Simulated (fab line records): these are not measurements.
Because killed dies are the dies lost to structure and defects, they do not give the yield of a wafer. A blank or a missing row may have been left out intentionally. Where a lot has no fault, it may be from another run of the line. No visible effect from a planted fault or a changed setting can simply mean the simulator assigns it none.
Problem report in the 8D (eight disciplines) form, filled by code	flow n5_finfet	the parts of the form that need people (team, actions taken, sign-off) are left out

1. PROBLEM STATEMENT
Wafers without a fault read 26.4 s, standard deviation 0.71; etch_rf_on_time_s at N5_BEOL_M4_ETCH_69 reads a mean of 16.0 s on 2 wafers belonging to 2 lots. That is -15 standard deviations from the usual mean.
The step: etches SiARC in CF4, target depth 15.6 nm, time 26 s.
First observed at day 12 10:07: wafer L516.4, on rie_diel-01. At this step, 16 wafers from 6 lots have a number in the record. Rule for "out", or "out of limits": more than 4 standard deviations from the usual mean. The rest of the wafers with a number are treated as sound.

2. WHAT IT IS, WHAT IT ISN'T
question	is	is not
which readings at this step	etch_rf_on_time_s	chamber_pressure_mTorr, drypump_motor_current_A, rf_vpp_V, showerhead_plenum_p_Torr, throttle_valve_pct
which lots	L516, L520	L502, L503, L504, L509
which wafers of those lots	L516.4, L520.4	L516.1, L520.1
read on which tools	rie_diel-01	rie_diel-04, rie_diel-05
when	from day 12 10:07	up to then (13 sound wafers); but 1 sound wafer of L520 came after

3. THE SUSPECTS, EACH WITH WHAT RULES IT OUT
Counting: any tool at a process step up to the reading remains a suspect provided it ran every lot that is out. Sound lots after the first of them don't rule it out here, since some wafers of a struck lot are sound.
- rie_diel-01 at N5_BEOL_M4_DESCUM_33 (chemistry O2, time 7 s): kept. Ran every lot that is out, first one L516 (day 12 10:04); last sound lot up to then L503 (day 8 21:34).
- rie_diel-01 at N5_BEOL_M4_ETCH_77 (etches underlayer in N2/H2, target depth 6.5 nm, time 5.2 s): kept. Ran every lot that is out, first one L516 (day 12 10:06); last sound lot up to then L503 (day 8 21:36).
- rie_diel-01 at N5_BEOL_M4_ETCH_69 (etches SiARC in CF4, target depth 15.6 nm, time 26 s): kept. Ran every lot that is out, first one L516 (day 12 10:07); last sound lot up to then L503 (day 8 21:37). On those wafers its own readings are out: etch_rf_on_time_s.
Still standing after the count: rie_diel-01 at N5_BEOL_M4_DESCUM_33, rie_diel-01 at N5_BEOL_M4_ETCH_77, rie_diel-01 at N5_BEOL_M4_ETCH_69.

4. THE CAUSE (what the simulator had put in)
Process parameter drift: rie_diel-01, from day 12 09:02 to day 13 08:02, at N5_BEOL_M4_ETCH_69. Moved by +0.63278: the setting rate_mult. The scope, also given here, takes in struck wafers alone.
Of the 3 suspects that counting leaves, this tool is one.

5. THE EFFECT CHAIN, in route order
Each row: a reading whose mean over the struck wafers that have a number lies more than 3 standard deviations from the usual. Scope: only readings with a usual standard deviation given in the record; hours: median across lots of the time from each lot's start at the first step in this table that gives one to its start at this step; sigmas: change in usual standard deviations.
hours	step	reading	usual	on struck wafers	change	sigmas
0	N5_BEOL_M4_ETCH_69	etch_rf_on_time_s	26.4 s	16.0	-10.4	-15
109	N5_PASSIVATION_PROBE_49	killed_at_front_end	40	74	+34	+3.1
It contains these process steps:
- N5_BEOL_M4_ETCH_69: etches SiARC in CF4, target depth 15.6 nm, time 26 s.
- N5_PASSIVATION_PROBE_49
At these later measuring or inspecting steps, every struck wafer for which the step has a row has a number for every such reading, and none has moved that far: N5_BEOL_M4_RC_MEAS_101.

6. WHAT WOULD HAVE CAUGHT IT SOONER
In this record the first reading out of limits was taken at day 12 10:07, 1 hour after the fault began at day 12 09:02.
